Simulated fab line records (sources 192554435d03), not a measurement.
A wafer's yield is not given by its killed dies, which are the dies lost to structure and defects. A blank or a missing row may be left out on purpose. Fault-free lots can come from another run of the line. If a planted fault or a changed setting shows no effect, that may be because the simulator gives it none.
Chamber matching || flow n5 finfet || 4 sister chambers for N5_GATE_CUT_ETCH_28 on rie diel-01
The step etches underlayer in N2/H2, target depth 13 nm, time 10.4 s. 8 wafers are shown with their chamber, then 9 later ones without.

## WAFERS WITH THEIR CHAMBER
{"wafer": "L075.5", "chamber": 2, "showerhead plenum p Torr (Torr)": 2.52, "throttle valve pct (%)": 18.05}
{"wafer": "L081.1", "chamber": 1, "showerhead plenum p Torr (Torr)": 2.71, "throttle valve pct (%)": 17.31}
{"wafer": "L081.5", "chamber": 1, "showerhead plenum p Torr (Torr)": 2.71, "throttle valve pct (%)": 17.31}
{"wafer": "L087.3", "chamber": 3, "showerhead plenum p Torr (Torr)": 2.59, "throttle valve pct (%)": 17.72}
{"wafer": "L087.5", "chamber": 0, "showerhead plenum p Torr (Torr)": 2.70, "throttle valve pct (%)": 17.91}
{"wafer": "L090.3", "chamber": 0, "showerhead plenum p Torr (Torr)": 2.70, "throttle valve pct (%)": 17.92}
{"wafer": "L090.5", "chamber": 2, "showerhead plenum p Torr (Torr)": 2.51, "throttle valve pct (%)": 18.09}
{"wafer": "L090.6", "chamber": 3, "showerhead plenum p Torr (Torr)": 2.59, "throttle valve pct (%)": 17.73}

## WAFERS WHOSE CHAMBER IS MISSING
{"wafer": "L091.2", "showerhead plenum p Torr (Torr)": 2.59, "throttle valve pct (%)": 17.74}
{"wafer": "L091.4", "showerhead plenum p Torr (Torr)": 2.70, "throttle valve pct (%)": 17.35}
{"wafer": "L091.5", "showerhead plenum p Torr (Torr)": 2.59, "throttle valve pct (%)": 17.75}
{"wafer": "L095.3", "showerhead plenum p Torr (Torr)": 2.58, "throttle valve pct (%)": 17.78}
{"wafer": "L095.4", "showerhead plenum p Torr (Torr)": 2.58, "throttle valve pct (%)": 17.76}
{"wafer": "L095.5", "showerhead plenum p Torr (Torr)": 2.69, "throttle valve pct (%)": 17.37}
{"wafer": "L096.3", "showerhead plenum p Torr (Torr)": 2.58, "throttle valve pct (%)": 17.77}
{"wafer": "L096.4", "showerhead plenum p Torr (Torr)": 2.69, "throttle valve pct (%)": 17.94}
{"wafer": "L096.5", "showerhead plenum p Torr (Torr)": 2.51, "throttle valve pct (%)": 17.66}

## THE CHAMBER EACH PASSED THROUGH
{"wafer": "L091.2", "from the rows above": 3, "in truth": 3}
{"wafer": "L091.4", "from the rows above": 1, "in truth": 1}
{"wafer": "L091.5", "from the rows above": 3, "in truth": 3}
{"wafer": "L095.3", "from the rows above": 3, "in truth": 3}
{"wafer": "L095.4", "from the rows above": 3, "in truth": 3}
{"wafer": "L095.5", "from the rows above": 1, "in truth": 1}
{"wafer": "L096.3", "from the rows above": 3, "in truth": 3}
{"wafer": "L096.4", "from the rows above": 0, "in truth": 0}
{"wafer": "L096.5", "from the rows above": 3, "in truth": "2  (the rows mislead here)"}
Correct placement for 8 of the 9. From these rows, 0 cannot be placed. Number placed wrongly: 1.
How it was worked out, from the rows above alone: a wafer's distance from a chamber is the root of the sum, over the readings, of the square of ((its reading less the chamber's mean) divided by the reading's scatter). The wafer belongs to the nearest chamber; if the next one is less than 2 further off, it can't be placed. The mean given for a chamber averages the wafers shown for that chamber. The scatter is the square root of a quotient: the sum, over the shown wafers, of each reading's squared deviation from its chamber's mean, divided by wafers minus chambers.
